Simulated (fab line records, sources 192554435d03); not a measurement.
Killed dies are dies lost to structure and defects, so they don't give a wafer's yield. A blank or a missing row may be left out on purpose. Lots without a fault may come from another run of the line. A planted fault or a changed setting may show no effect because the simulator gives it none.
Split-lot experiment | flow n5_finfet | 7 lots, 39 wafers read, on a route of 1938 steps

THE SPLIT
At N5_BEOL_M0_SAQP_DESCUM_19 (chemistry O2, time 7.9 s), the setting time_s was moved away from the recipe's 7.9 s on 18 of the 39 wafers read, by -51.2% to +58.0%. The other wafers ran this setting at the recipe's value.

The file shows no step between the split and the reading.

THE READING
CAR-ArF_of_BEOL_M0_SAQP_COAT_08.thk_nm (the simulator's own value, which no gauge read), in nm, at N5_BEOL_M0_SAQP_ETCH_83 (etches SiARC in CF4, target depth 39 nm, time 65 s). The file gives no usual value for it. The 21 wafers here that ran the recipe average 55.4 nm, standard deviation 0.14 nm.

wafer  | tool, chamber at the split | time_s as run, s | against the recipe | CAR-ArF_of_BEOL_M0_SAQP_COAT_08.thk_nm, nm | against lot-mates on the recipe
L074.1 | rie_diel-05, 1             | 6.592            | -16.6%             | 56.4                                       | +1.1
L074.3 | rie_diel-05, 3             | 6.592            | -16.6%             | 56.4                                       | +1.1
L074.2 | rie_diel-05, 2,0           | 7.9              | recipe             | 55.4                                       | -
L074.4 | rie_diel-05, 2,0           | 7.9              | recipe             | 55.4                                       | -
L074.5 | rie_diel-05, 0             | 7.9              | recipe             | 55.2                                       | -
L074.6 | rie_diel-05, 1             | 6.592            | -16.6%             | 56.2                                       | +0.9
L087.1 | rie_diel-06, 1             | 12.48            | +58.0%             | 52.6                                       | -2.7
L087.2 | rie_diel-06, 0             | 7.9              | recipe             | 55.4                                       | -
L087.6 | rie_diel-06, 3             | 7.9              | recipe             | 55.4                                       | -
L087.3 | rie_diel-06, 3,0           | 12.48            | +58.0%             | 52.4                                       | -2.9
L087.5 | rie_diel-06, 3,0           | 12.48            | +58.0%             | 52.4                                       | -2.9
L087.4 | rie_diel-06, 2             | 7.9              | recipe             | 55.2                                       | -
L088.1 | rie_diel-05, 2             | 7.9              | recipe             | 55.4                                       | -
L088.5 | rie_diel-05, 3             | 7.9              | recipe             | 55.6                                       | -
L088.6 | rie_diel-05, 2             | 7.9              | recipe             | 55.2                                       | -
L089.1 | rie_diel-03, 0,2           | 7.9              | recipe             | 55.2                                       | -
L089.5 | rie_diel-03, 0,2           | 7.9              | recipe             | 55.2                                       | -
L089.2 | rie_diel-03, 1             | 7.9              | recipe             | 55.4                                       | -
L089.3 | rie_diel-03, 2,3           | 9.545            | +20.8%             | 54.2                                       | -1.1
L089.6 | rie_diel-03, 2,3           | 9.545            | +20.8%             | 54.2                                       | -1.1
L089.4 | rie_diel-03, 3             | 9.545            | +20.8%             | 54                                         | -1.3
L090.1 | rie_diel-06, 1             | 9.299            | +17.7%             | 54.6                                       | -0.9
L090.2 | rie_diel-06, 0             | 7.9              | recipe             | 55.4                                       | -
L090.5 | rie_diel-06, 2             | 7.9              | recipe             | 55.4                                       | -
L090.3 | rie_diel-06, 2             | 7.9              | recipe             | 55.6                                       | -
L090.4 | rie_diel-06, 3             | 9.299            | +17.7%             | 54.8                                       | -0.7
L090.6 | rie_diel-06, 3             | 9.299            | +17.7%             | 54.8                                       | -0.7
L095.1 | rie_diel-03, 1             | 3.855            | -51.2%             | 57.6                                       | +2.1
L095.2 | rie_diel-03, 0             | 7.9              | recipe             | 55.6                                       | -
L095.6 | rie_diel-03, 3             | 7.9              | recipe             | 55.6                                       | -
L095.3 | rie_diel-03, 3             | 7.9              | recipe             | 55.4                                       | -
L095.4 | rie_diel-03, 1             | 3.855            | -51.2%             | 57.8                                       | +2.3
L095.5 | rie_diel-03, 0             | 3.855            | -51.2%             | 58                                         | +2.5
L097.1 | rie_diel-03, 3             | 7.9              | recipe             | 55.4                                       | -
L097.2 | rie_diel-03, 0             | 9.476            | +19.9%             | 54.4                                       | -1.0
L097.6 | rie_diel-03, 0             | 9.476            | +19.9%             | 54.4                                       | -1.0
L097.3 | rie_diel-03, 1             | 7.9              | recipe             | 55.2                                       | -
L097.4 | rie_diel-03, 3             | 7.9              | recipe             | 55.6                                       | -
L097.5 | rie_diel-03, 1             | 9.476            | +19.9%             | 54.2                                       | -1.2
Where a row lists several chambers, the file gives one row for several wafers and doesn't say which wafer went through which chamber.

THE FIT
A straight line over all 39 wafers: CAR-ArF_of_BEOL_M0_SAQP_COAT_08.thk_nm changes by -0.0496 nm for each +1% of time_s; r = -0.99; the points scatter about the line by 0.17 nm.
The same after taking each lot's own level away (the mean of its wafers on the recipe; 39 wafers): -0.0481 nm for each +1%; r = -0.99; scatter 0.15 nm.
On that fit, the largest move of time_s shifts the reading by 2.8 nm.
The lots' own levels span 55.27 to 55.53 nm, that is 1.8 times the standard deviation above.
So the lot-to-lot level changes the slope little: the two slopes agree.
Check: with one of the wafers moved furthest among these (+58.0%) left out of the fit, the line predicts -2.82 nm for it against its lot-mates. It came out at -2.73 nm against them.

OTHER SPLITS ON THESE WAFERS
These wafers also went through other splits before the reading. Each is held against what the fit with the lots' levels taken away leaves over:
other split on the same wafers | wafers away from the commonest value | r with CAR-ArF_of_BEOL_M0_SAQP_COAT_08.thk_nm (lot level and that fit taken away)
N5_HKMG_FIN_ALD_91 ald_cycles  | 15                                   | -0.16

THE WHOLE CHAIN: every reading that the file lists as answering this split, in the file's order
step                      | what it does                                       | reading                                                                                 | change (the file's fit)                | r (the file's)
N5_BEOL_M0_SAQP_DESCUM_19 | chemistry O2, time 7.9 s                           | CAR-ArF_of_BEOL_M0_SAQP_COAT_08.thk_nm (the simulator's own value, which no gauge read) | -0.0486 nm for each +1% of the setting | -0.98
N5_BEOL_M0_SAQP_ETCH_83   | etches SiARC in CF4, target depth 39 nm, time 65 s | CAR-ArF_of_BEOL_M0_SAQP_COAT_08.thk_nm (the simulator's own value, which no gauge read) | -0.0482 nm for each +1% of the setting | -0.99

THE FILE'S OWN FIT
CAR-ArF_of_BEOL_M0_SAQP_COAT_08.thk_nm changes by -0.0482 nm for each +1% of time_s, r = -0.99.
